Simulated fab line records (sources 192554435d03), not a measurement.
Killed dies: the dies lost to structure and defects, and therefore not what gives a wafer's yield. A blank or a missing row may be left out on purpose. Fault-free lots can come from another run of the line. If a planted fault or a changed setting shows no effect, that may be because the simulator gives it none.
Comparing a struck lot with a sound one + flow n5 finfet + 39 steps out of a route of 1938
Sound: the wafers L208.3, L208.5, L208.6. Struck: wafer L212.1 (left out: L212.2, L212.4 of the same lot, which were not struck); the cause appears at the end.
At each step with rows: each side's tool, then ch and its chambers, then its first start. Under that, the readings that differ: sound wafers + struck wafers + difference of the means + sigmas: that difference in standard deviations of wafers without a fault.
alike: readings whose means differ by less than 2 such deviations, and words and numbers that are the same on both sides. not compared: withheld readings, readings that some wafer has no value for, bounds like >300 that may hide the same value, and numbers for which the record gives no deviation and whose values overlap.
Wherever a step has rows on one side only, a row that says differs or no value, or a row with sigmas, the two part there. When numbers do not overlap yet have no deviation, they are printed without sigmas and do not part them. A reading that every wafer of one side lacks parts them only if that side has two wafers or more.

first, 12 steps without rows for these wafers: N5_SD_EPI_N_ETCH_35 (etches SOC in N2/H2, overetch 108 nm, time 486 s); N5_SD_EPI_N_STRIP_36 (strips in N2/H2); N5_SD_EPI_N_ETCHBACK_44 (etches SiNx in CH3F/O2, stops on SiO2, target depth 14.5 nm); N5_SD_EPI_N_ETCH_45 (etches SiOCN in CH3F/O2, target depth 6 nm); N5_SD_EPI_N_ETCH_16 (etches SiO2 in CHF3/O2, target depth 5 nm); N5_SD_EPI_N_STRIP_47 (strips in CHF3/O2); N5_SD_EPI_N_SD_RECESS_17 (chemistry HBr/Cl2/O2, target depth 41 nm, time 23.7 s, bt time 3 s); N5_SD_EPI_N_STRIP_38 (strips in N2/H2); N5_SD_EPI_N_WET_ETCH_43 (etches SiO2 in dHF, time 14 s, target depth 1.5 nm); N5_SD_EPI_N_STRIP_18 (strips in SPM, time 750 s); N5_SD_EPI_N_SRD_20 (time 30 s); N5_SD_EPI_N_PRECLEAN_48 (cleans in NF3:NH3, afs cycles 2, time 20 s, sublimation time 60 s).
N5_SD_EPI_N_VAPOR_ETCH_50: etches Si in HCl, time 54 s.
  sound on epi rpcvd-02 ch 0, day 4 12:51; struck on epi rpcvd-01 ch 0, day 5 10:03
  alike: chamber pressure Torr, throttle valve pct
then, 24 steps without rows for these wafers: N5_SD_EPI_N_EPI_21 (deposits Si:P, time 690 s); N5_SD_EPI_N_PRECLEAN_24 (cleans in O3/DIW, time 60 s); N5_SD_EPI_N_SRD_25 (time 30 s); N5_SD_EPI_N_PRECLEAN_49 (cleans in NF3:NH3, afs cycles 1, time 20 s, sublimation time 60 s); N5_SD_EPI_N_LINER_46 (material SiNx, target thk 3 nm); N5_SD_EPI_P_COAT_34 (time 60 s, resist thk 350 nm); N5_SD_EPI_P_COAT_35 (time 60 s, resist thk 35 nm); N5_SD_EPI_P_COAT_03 (resist thk 150 nm); N5_SD_EPI_P_EBR_05; N5_SD_EPI_P_SOFTBAKE_04 (time 60 s); N5_SD_EPI_P_EXPOSE_06 (exposes mask SD P BLK, target cd 240 nm); N5_SD_EPI_P_PEB_07 (peb time 60 s); N5_SD_EPI_P_DEVELOP_08 (develop time 30 s); N5_SD_EPI_P_DESCUM_14 (chemistry O2, time 7.9 s); N5_SD_EPI_P_ETCH_36 (etches SiARC in CF4, target depth 45.5 nm, time 75.8 s); N5_SD_EPI_P_ETCH_37 (etches SOC in N2/H2, overetch 108 nm, time 486 s); N5_SD_EPI_P_STRIP_38 (strips in N2/H2); N5_SD_EPI_P_ETCHBACK_46 (etches SiNx in CH3F/O2, stops on SiO2, target depth 17.5 nm); N5_SD_EPI_P_ETCH_47 (etches SiOCN in CH3F/O2, target depth 25 nm); N5_SD_EPI_P_ETCH_16 (etches SiO2 in CHF3/O2, target depth 5 nm); N5_SD_EPI_P_STRIP_50 (strips in CHF3/O2); N5_SD_EPI_P_SD_RECESS_17 (chemistry HBr/Cl2/O2, target depth 39.1 nm, bt time 3 s); N5_SD_EPI_P_WET_ETCH_45 (etches SiO2 in dHF, time 10.7 s, target depth 2 nm, rinse time 30 s); N5_SD_EPI_P_STRIP_40 (strips in N2/H2).
-- here the record skips 5 days between the struck wafers' starts before and after, leaving off in module SD_EPI_P and picking up in module BEOL_M4 (first step shown: number 1111 of the route) --
N5_BEOL_M4_RC_MEAS_101:
  sound on prober-01 ch 0, day 9 13:55; struck on prober-01 ch 0, day 10 15:28
| reading         | sound          | struck | difference | sigmas |
|-----------------|----------------|--------|------------|--------|
| DIBL_N (mV/V)   | 35.5 37.1 38.3 | 32.3   | -4.7       | -3     |
| IOFF_P (nA/um)  | 0.26 0.31 0.36 | 0.21   | -0.10      | -2     |
| ION_N (uA/um)   | 677 697 692    | 642    | -47        | -4     |
| ION_P (uA/um)   | 477 493 489    | 457    | -29        | -3     |
| REXT_N (ohm.um) | 77.2 76.9 77.0 | 83.7   | +6.7       | +4     |
| VT_N (mV)       | 249 249 244    | 257    | +10        | +3     |
| VT_P (mV)       | -244 -241 -239 | -250   | -9         | -2     |
  alike: DIBL_P, IOFF_N, SS_N, SS_P
-- record jumps: 4 days separate the struck wafers' starts on either side; left off in module BEOL_M4, taken up again in module PASSIVATION, whose first shown step is the route's number 1936 --
N5_PASSIVATION_PROBE_49:
  struck on prober-01, day 15 00:32; sound on prober-01, day 13 21:16
| reading         | sound    | struck | difference | sigmas |
|-----------------|----------|--------|------------|--------|
| killed_at_M4_up | 10 16 17 | 27     | +13        | +2     |
  alike: defect limited yield, killed_at_M0_to_M3, killed at contacts, killed at front end, killed at other, killed dies, killed open, killed short, sort_bin_5_function, sort_bin_6_memory, sort n pass, sort yield pct

## WHERE THEY PART
Earliest at N5_BEOL_M4_RC_MEAS_101; latest, in this record, at N5_PASSIVATION_PROBE_49.

WHY: what the simulator had put in
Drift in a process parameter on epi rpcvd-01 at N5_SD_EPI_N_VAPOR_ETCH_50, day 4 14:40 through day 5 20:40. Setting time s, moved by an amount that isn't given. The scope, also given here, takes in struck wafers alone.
